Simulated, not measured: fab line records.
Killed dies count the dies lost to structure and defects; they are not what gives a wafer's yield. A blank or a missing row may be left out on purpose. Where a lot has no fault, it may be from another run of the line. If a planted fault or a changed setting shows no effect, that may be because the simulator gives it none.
Split-lot experiment :: flow n5_finfet :: route with 1938 steps; 7 lots, 21 wafers read

## ABOUT THE SPLIT
At N5_MOL_CONTACT_COAG_COAT_64 (time 60 s, resist thk 10 nm), the setting spin_rpm was moved away from the recipe's 1500 rpm on 4 of the 21 wafers read, by +3.6% to +5.4%. For the rest of the wafers, this setting stayed at what the recipe calls for.

## FROM THE SPLIT ON TO THE READING: in between, the file shows 1 step
- N5_MOL_CONTACT_COAG_DESCUM_45: chemistry O2, time 7 s (also split here: time_s)

## THE READING
etch.depth_nm (the simulator's own value, which no gauge read), in nm, at N5_MOL_CONTACT_COAG_ETCH_65 (etches underlayer in N2/H2, target depth 13 nm, time 10.4 s). No usual value for it is given in the file. Across the 17 wafers here that went through the recipe, the average is 9.984 nm and the standard deviation 0.029 nm.

wafer: L076.3
tool, chamber at the split: litho_track-05, 0
spin_rpm as run, rpm: 1554
against the recipe: +3.6%
etch.depth_nm, nm: 9.838
against lot-mates on the recipe: -0.165

wafer: L076.4
tool, chamber at the split: litho_track-05, 0
spin_rpm as run, rpm: 1500
against the recipe: recipe
etch.depth_nm, nm: 10.01
against lot-mates on the recipe: -

wafer: L076.5
tool, chamber at the split: litho_track-05, 0
spin_rpm as run, rpm: 1500
against the recipe: recipe
etch.depth_nm, nm: 9.995
against lot-mates on the recipe: -

wafer: L079.1
tool, chamber at the split: litho_track-05, 0
spin_rpm as run, rpm: 1500
against the recipe: recipe
etch.depth_nm, nm: 9.936
against lot-mates on the recipe: -

wafer: L079.5
tool, chamber at the split: litho_track-05, 0
spin_rpm as run, rpm: 1500
against the recipe: recipe
etch.depth_nm, nm: 9.934
against lot-mates on the recipe: -

wafer: L079.6
tool, chamber at the split: litho_track-05, 0
spin_rpm as run, rpm: 1500
against the recipe: recipe
etch.depth_nm, nm: 9.935
against lot-mates on the recipe: -

wafer: L086.1
tool, chamber at the split: litho_track-02, 0
spin_rpm as run, rpm: 1577
against the recipe: +5.1%
etch.depth_nm, nm: 9.756
against lot-mates on the recipe: -0.232

wafer: L086.4
tool, chamber at the split: litho_track-02, 0
spin_rpm as run, rpm: 1500
against the recipe: recipe
etch.depth_nm, nm: 10.01
against lot-mates on the recipe: -

wafer: L086.6
tool, chamber at the split: litho_track-02, 0
spin_rpm as run, rpm: 1500
against the recipe: recipe
etch.depth_nm, nm: 9.965
against lot-mates on the recipe: -

wafer: L087.4
tool, chamber at the split: litho_track-04, 0
spin_rpm as run, rpm: 1500
against the recipe: recipe
etch.depth_nm, nm: 9.978
against lot-mates on the recipe: -

wafer: L087.5
tool, chamber at the split: litho_track-04, 0
spin_rpm as run, rpm: 1500
against the recipe: recipe
etch.depth_nm, nm: 10
against lot-mates on the recipe: -

wafer: L087.6
tool, chamber at the split: litho_track-04, 0
spin_rpm as run, rpm: 1500
against the recipe: recipe
etch.depth_nm, nm: 9.986
against lot-mates on the recipe: -

wafer: L088.1
tool, chamber at the split: litho_track-02, 0
spin_rpm as run, rpm: 1500
against the recipe: recipe
etch.depth_nm, nm: 9.98
against lot-mates on the recipe: -

wafer: L088.5
tool, chamber at the split: litho_track-02, 0
spin_rpm as run, rpm: 1500
against the recipe: recipe
etch.depth_nm, nm: 9.991
against lot-mates on the recipe: -

wafer: L088.6
tool, chamber at the split: litho_track-02, 0
spin_rpm as run, rpm: 1500
against the recipe: recipe
etch.depth_nm, nm: 9.97
against lot-mates on the recipe: -

wafer: L097.1
tool, chamber at the split: litho_track-04, 0
spin_rpm as run, rpm: 1500
against the recipe: recipe
etch.depth_nm, nm: 10.05
against lot-mates on the recipe: -

wafer: L097.3
tool, chamber at the split: litho_track-04, 0
spin_rpm as run, rpm: 1500
against the recipe: recipe
etch.depth_nm, nm: 9.984
against lot-mates on the recipe: -

wafer: L097.6
tool, chamber at the split: litho_track-04, 0
spin_rpm as run, rpm: 1500
against the recipe: recipe
etch.depth_nm, nm: 10
against lot-mates on the recipe: -

wafer: L096.1
tool, chamber at the split: litho_track-02, 0
spin_rpm as run, rpm: 1500
against the recipe: recipe
etch.depth_nm, nm: 10
against lot-mates on the recipe: -

wafer: L096.2
tool, chamber at the split: litho_track-02, 0
spin_rpm as run, rpm: 1581
against the recipe: +5.4%
etch.depth_nm, nm: 9.759
against lot-mates on the recipe: -0.241

wafer: L096.6
tool, chamber at the split: litho_track-02, 0
spin_rpm as run, rpm: 1581
against the recipe: +5.4%
etch.depth_nm, nm: 9.741
against lot-mates on the recipe: -0.259

THE FIT
A straight line over all 21 wafers: etch.depth_nm changes by -0.0432 nm for each +1% of spin_rpm; r = -0.95; the points scatter about the line by 0.028 nm.
The same after taking each lot's own level away (the mean of its wafers on the recipe; 21 wafers): -0.0459 nm for each +1%; r = -0.99; scatter 0.015 nm.
Per that fit: largest spin_rpm move, reading shift of 0.25 nm.
Across the lots, their own levels run from 9.9350 to 10.0113 nm, a range of 2.6 times the standard deviation given above.
So the lot-to-lot level changes the slope little: the two slopes agree.
Check: with one of the wafers moved furthest among these (+5.4%) left out of the fit, the line predicts -0.251 nm for it against its lot-mates. Against them it came out at -0.241 nm.

## OTHER SPLITS ON THESE WAFERS
Before the reading, these wafers also passed through other splits. Each is held against what the fit with the lots' levels taken away leaves over:
other split on the same wafers: N5_SDB_EXPOSE_08 dose_mj
wafers away from the commonest value: 6
r with etch.depth_nm (lot level and that fit taken away): -0.07

other split on the same wafers: N5_HKMG_FIN_ETCH_55 bias_w
wafers away from the commonest value: 8
r with etch.depth_nm (lot level and that fit taken away): -0.16

other split on the same wafers: N5_HKMG_FIN_ETCH_58 source_w
wafers away from the commonest value: 8
r with etch.depth_nm (lot level and that fit taken away): -0.18

other split on the same wafers: N5_GATE_CUT_CUT_ETCH_54 bias_w
wafers away from the commonest value: 7
r with etch.depth_nm (lot level and that fit taken away): -0.05

other split on the same wafers: N5_MOL_CONTACT_COAG_COAT_02 spin_rpm
wafers away from the commonest value: 6
r with etch.depth_nm (lot level and that fit taken away): -0.27

other split on the same wafers: N5_MOL_CONTACT_COAG_DESCUM_45 time_s
wafers away from the commonest value: 8
r with etch.depth_nm (lot level and that fit taken away): -0.07

## FILE'S OWN FIT
etch.depth_nm changes by -0.0458 nm for each +1% of spin_rpm, r = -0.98.
